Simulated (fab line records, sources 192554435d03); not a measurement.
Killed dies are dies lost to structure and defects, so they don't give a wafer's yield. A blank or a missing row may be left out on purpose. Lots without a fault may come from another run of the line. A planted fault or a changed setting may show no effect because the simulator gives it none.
Chamber matching | flow n5_finfet | N5_BEOL_M0_SAQP_ILD_DEP_01 on pecvd-02: 3 sister chambers
The step deposits SiOC from DEMS/O2, target thk 45.419 nm, time 8.7 s. 3 wafers are shown with their chamber, then 8 later ones without.

WAFERS WITH THEIR CHAMBER
wafer  | chamber | heater_power_w (W)
L078.6 | 2       | 378
L081.5 | 1       | 474
L083.2 | 0       | 435

WAFERS WITHOUT THEIR CHAMBER
wafer  | heater_power_w (W)
L083.3 | 435
L083.6 | 442
L088.1 | 512
L088.2 | 387
L088.3 | 404
L091.1 | 423
L091.3 | 385
L091.4 | 380

WHICH CHAMBER EACH WENT THROUGH
wafer  | from the rows above     | in truth
L083.3 | 0                       | 0
L083.6 | can't be placed: 0 or 1 | 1
L088.1 | 1                       | 1
L088.2 | 2                       | 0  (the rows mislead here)
L088.3 | can't be placed: 2 or 0 | 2
L091.1 | can't be placed: 0 or 2 | 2
L091.3 | 2                       | 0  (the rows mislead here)
L091.4 | 2                       | 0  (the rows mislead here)
Placed correctly: 2 of 8. Can't be placed from these rows: 3 (the true chamber is among the candidates in 3). Placed wrongly: 3.
How it was worked out, from the rows above alone: a wafer's distance from a chamber is the root of the sum, over the readings, of the square of ((its reading less the chamber's mean) divided by the reading's scatter). The wafer belongs to the nearest chamber; if the next one is less than 2 further off, it can't be placed. A chamber's mean is the mean of its shown wafers. The scatter: with one shown wafer a chamber, the root of the mean of the squares of how far each hidden wafer lies from its nearest shown one.
